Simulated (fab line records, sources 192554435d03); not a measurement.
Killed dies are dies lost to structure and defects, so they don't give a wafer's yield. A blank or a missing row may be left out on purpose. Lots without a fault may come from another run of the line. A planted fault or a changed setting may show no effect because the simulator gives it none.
Chamber matching | flow n5_finfet | N5_BEOL_M4_PRE_CLEAN_60 on cvd_co-01: 3 sister chambers
The step time 15 s. 20 wafers are shown with their chamber, then 10 later ones without.

WAFERS WITH THEIR CHAMBER
wafer  | chamber | heater_power_w (W) | rf_fwd_power_W (W)
L074.2 | 1       | 80                 | 296.5
L074.3 | 2       | 85                 | 297.3
L074.4 | 1       | 78                 | 293.5
L079.1 | 2       | 88                 | 296.7
L079.4 | 1       | 79                 | 295.4
L079.6 | 2       | 88                 | 296.8
L080.3 | 2       | 89                 | 297.2
L080.4 | 1       | 79                 | 294.5
L080.5 | 0       | 102                | 296.2
L082.1 | 1       | 78                 | 295.6
L082.4 | 0       | 103                | 296.1
L082.6 | 1       | 78                 | 295.7
L085.3 | 0       | 105                | 295.1
L085.5 | 0       | 101                | 294.7
L085.6 | 2       | 88                 | 297.6
L086.1 | 0       | 105                | 295.4
L086.5 | 2       | 90                 | 297.3
L086.6 | 1       | 79                 | 296.4
L091.1 | 1       | 79                 | 295.2
L091.2 | 0       | 103                | 295.9

SIGNATURES (means of the wafers above)
reading        | chamber 0 | chamber 1 | chamber 2 | scatter within a chamber
heater_power_w | 103.17    | 78.75     | 88.00     | 1.34
rf_fwd_power_W | 295.567   | 295.350   | 297.150   | 0.734
Rule: a wafer's distance from a chamber is the root of the sum, over the readings, of the square of ((its reading less the chamber's mean) divided by the reading's scatter). The wafer belongs to the nearest chamber; if the next one is less than 2 further off, it can't be placed. The scatter: the root of (the sum of the squares of (reading less its chamber's mean) over the shown wafers, divided by (wafers less chambers)).

WAFERS WITHOUT THEIR CHAMBER
wafer  | heater_power_w (W) | rf_fwd_power_W (W)
L091.3 | 89                 | 297.4
L095.2 | 101                | 295.7
L095.4 | 92                 | 297.3
L095.5 | 106                | 294.2
L096.1 | 80                 | 294.2
L096.3 | 103                | 294.9
L096.6 | 105                | 294.1
L097.3 | 78                 | 296.5
L097.4 | 105                | 294.5
L097.6 | 90                 | 297.4

WHICH CHAMBER EACH WENT THROUGH
wafer  | from the rows above | in truth
L091.3 | 2                   | 2
L095.2 | 0                   | 0
L095.4 | 2                   | 2
L095.5 | 0                   | 0
L096.1 | 1                   | 1
L096.3 | 0                   | 0
L096.6 | 0                   | 0
L097.3 | 1                   | 1
L097.4 | 0                   | 0
L097.6 | 2                   | 2
Placed correctly: 10 of 10. Can't be placed from these rows: 0. Placed wrongly: 0.
